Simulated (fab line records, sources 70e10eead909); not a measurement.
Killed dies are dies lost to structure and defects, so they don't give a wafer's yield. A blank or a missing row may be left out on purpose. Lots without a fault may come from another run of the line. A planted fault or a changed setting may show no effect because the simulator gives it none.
A struck lot beside a sound one | flow nand_harc | 26 steps out of a route of 1302
Sound: wafers L890.4, L890.5, L890.6. Struck: wafers L895.2, L895.3, L895.6. The cause comes at the end.
At each step with rows: each side's tool, then ch and its chambers, then its first start. Under that, the readings that differ: sound wafers | struck wafers | difference of the means | sigmas: that difference in standard deviations of wafers without a fault.
alike: readings whose means differ by less than 2 such deviations, and words and numbers that are the same on both sides. not compared: withheld readings, readings that some wafer has no value for, bounds like >300 that may hide the same value, and numbers for which the record gives no deviation and whose values overlap.
The two part at a step that has a row with sigmas, a row that says differs or no value, or rows on one side only. Numbers that don't overlap but have no deviation are shown without sigmas and don't part them. A reading that every wafer of one side lacks parts them only if that side has two wafers or more.

NHARC_P_ZERO_WELL_INSPECT_43:
  sound on defect_inspect-01, day 2 03:28; struck on defect_inspect-01, day 4 05:56
  alike: raw_defect_count
then, 11 steps without rows for these wafers: NHARC_P_STI_ETCH_26 (etches SiO2 in dHF, target depth 11 nm); NHARC_P_STI_PRECLEAN_27 (cleans in SC1); NHARC_P_STI_SRD_28; NHARC_P_STI_OXIDE_29 (material SiO2, target thk 10 nm, ox time 1362 s); NHARC_P_STI_HM_DEP_30 (deposits Si3N4, target thk 80 nm, time 873 s); NHARC_P_STI_DEHYDRATE_01 (time 120 s); NHARC_P_STI_HMDS_02 (time 30 s); NHARC_P_STI_COAT_41 (time 65 s); NHARC_P_STI_COAT_03 (resist thk 600 nm); NHARC_P_STI_SOFTBAKE_04 (time 70 s); NHARC_P_STI_EBR_05.
NHARC_P_STI_EXPOSE_06: exposes mask P STI, target cd 200 nm.
  sound on krf_scanner-01 ch 0, day 2 21:02; struck on krf_scanner-01 ch 0, day 5 00:37
  reading | sound                   | struck                           | difference | sigmas
  mask    | P_STI#0 P_STI#0 P_STI#0 | P_STI_R1#0 P_STI_R1#0 P_STI_R1#0 | differs    |
then, 2 steps without rows for these wafers: NHARC_P_STI_PEB_07 (peb time 80 s); NHARC_P_STI_DEVELOP_08 (time 50 s).
NHARC_P_STI_CD_MEAS_09: target cd 200 nm.
  sound on cd_sem-03 ch 0, day 2 21:11; struck on cd_sem-03 ch 0, day 5 00:46
  reading    | sound             | struck            | difference | sigmas
  cd_nm (nm) | 199.8 198.7 196.3 | 204.1 204.5 203.6 | +5.8       | +3
NHARC_P_STI_OVL_MEAS_10:
  sound on overlay-02, day 2 21:16; struck on overlay-01, day 5 00:50
  reading           | sound    | struck | difference | sigmas
  overlay_x_nm (nm) | -5 -5 -5 | 7 7 7  | +12        | +2
  alike: overlay_y_nm
NHARC_P_STI_INSPECT_11:
  sound on defect_inspect-02, day 2 21:17; struck on defect_inspect-02, day 5 00:53
  alike: raw_defect_count
then, 1 step without rows for these wafers: NHARC_P_STI_HARDBAKE_13 (time 65 s).
NHARC_P_STI_DESCUM_14: chemistry O2, time 3 s.
  sound on rie_diel-03 ch 0,2,3, day 2 21:27; struck on rie_diel-03 ch 2,3, day 5 01:01
  reading                | sound             | struck            | difference | sigmas
  model.P_STI.cd_nm (nm) | 199.4 199.4 197.2 | 204.2 204.4 203.6 | +5.4       |
  alike: drypump_motor_current_A, oes_product_au, rf_vpp_V, showerhead_plenum_p_Torr, throttle_valve_pct
  not compared: rf_hours_counter_h
NHARC_P_STI_ETCH_42: etches the open film in N2/H2, target depth 80 nm, overetch 24 nm, time 61 s.
  sound on rie_diel-03 ch 2,3, day 2 21:31; struck on rie_diel-03 ch 2,3, day 5 01:07
  alike: drypump_motor_current_A, h2_flow_sccm, n2_flow_sccm, oes_product_au, rf_vpp_V, showerhead_plenum_p_Torr, throttle_valve_pct
  not compared: rf_hours_counter_h
NHARC_P_STI_ETCH_31: etches the open film in CF4/CHF3, target depth 108.9 nm, time 54.5 s.
  sound on rie_diel-03 ch 1,2,3; struck on rie_diel-03 ch 1,2,3
  alike: drypump_motor_current_A, oes_product_au, rf_vpp_V, showerhead_plenum_p_Torr, throttle_valve_pct
  not compared: rf_hours_counter_h
NHARC_P_STI_ETCH_15: etches the open film in HBr/Cl2, target depth 300 nm, time 100.1 s.
  sound on rie_si-05 ch 2,3, day 2 21:42; struck on rie_si-05 ch 0,1,2, day 5 01:20
  reading                | sound             | struck            | difference | sigmas
  model.P_STI.cd_nm (nm) | 199.1 198.5 197.3 | 203.7 203.7 204.8 | +5.8       |
  alike: drypump_motor_current_A, mfc_cl2_sccm, oes_product_au, throttle_valve_pct
  not compared: rf_hours_counter_h
NHARC_P_STI_CD_MEAS_16:
  sound on cd_sem-01, day 2 21:52; struck on cd_sem-01, day 5 01:31
  reading    | sound             | struck            | difference | sigmas
  cd_nm (nm) | 199.2 199.0 197.4 | 203.7 203.7 204.9 | +5.6       | +3
NHARC_P_STI_OCD_MEAS_17:
  sound on ocd-02, day 2 21:58; struck on ocd-01, day 5 01:36
  reading                | sound             | struck            | difference | sigmas
  trench_foot_cd_nm (nm) | 158.4 157.0 154.5 | 163.7 162.4 162.6 | +6.3       | +3
  alike: trench_depth_nm
then, 1 step without rows for these wafers: NHARC_P_STI_STRIP_19 (strips in SPM, time 900 s).

WHERE THEY PART
First at NHARC_P_STI_EXPOSE_06; last, within this record, at NHARC_P_STI_OCD_MEAS_17.

WHY: what the simulator had put in
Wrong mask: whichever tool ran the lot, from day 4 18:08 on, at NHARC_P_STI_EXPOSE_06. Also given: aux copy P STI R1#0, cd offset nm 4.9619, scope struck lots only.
